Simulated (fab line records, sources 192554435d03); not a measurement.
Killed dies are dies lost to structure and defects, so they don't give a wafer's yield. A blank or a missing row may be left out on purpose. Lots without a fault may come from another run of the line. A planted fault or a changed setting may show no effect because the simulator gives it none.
Chamber matching | flow n5_finfet | N5_FIN_SAQP_ETCH_52 on rie_diel-06: 4 sister chambers
The step etches SOC in N2/H2, target depth 100 nm, overetch 20 nm, time 150 s. 8 wafers are shown with their chamber, then 7 later ones without.

WAFERS WITH THEIR CHAMBER
wafer  | chamber | showerhead_plenum_p_Torr (Torr) | drypump_motor_current_A (A)
L079.1 | 1       | 2.62                            | 5.68
L079.4 | 3       | 2.67                            | 5.14
L079.6 | 3       | 2.67                            | 5.16
L081.3 | 1       | 2.62                            | 5.63
L084.3 | 0       | 2.48                            | 5.92
L084.5 | 2       | 2.58                            | 5.51
L087.1 | 2       | 2.58                            | 5.52
L087.2 | 0       | 2.47                            | 5.89

WAFERS WITHOUT THEIR CHAMBER
wafer  | showerhead_plenum_p_Torr (Torr) | drypump_motor_current_A (A)
L087.5 | 2.58                            | 5.53
L092.2 | 2.61                            | 5.65
L092.4 | 2.66                            | 5.14
L092.5 | 2.66                            | 5.14
L096.1 | 2.60                            | 5.63
L096.3 | 2.65                            | 5.11
L096.4 | 2.60                            | 5.64

WHICH CHAMBER EACH WENT THROUGH
wafer  | from the rows above     | in truth
L087.5 | 2                       | 2
L092.2 | 1                       | 1
L092.4 | 3                       | 3
L092.5 | 3                       | 3
L096.1 | can't be placed: 1 or 2 | 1
L096.3 | 3                       | 3
L096.4 | 1                       | 1
Placed correctly: 6 of 7. Can't be placed from these rows: 1 (the true chamber is among the candidates in 1). Placed wrongly: 0.
How it was worked out, from the rows above alone: a wafer's distance from a chamber is the root of the sum, over the readings, of the square of ((its reading less the chamber's mean) divided by the reading's scatter). The wafer belongs to the nearest chamber; if the next one is less than 2 further off, it can't be placed. A chamber's mean is the mean of its shown wafers. The scatter: the root of (the sum of the squares of (reading less its chamber's mean) over the shown wafers, divided by (wafers less chambers)).
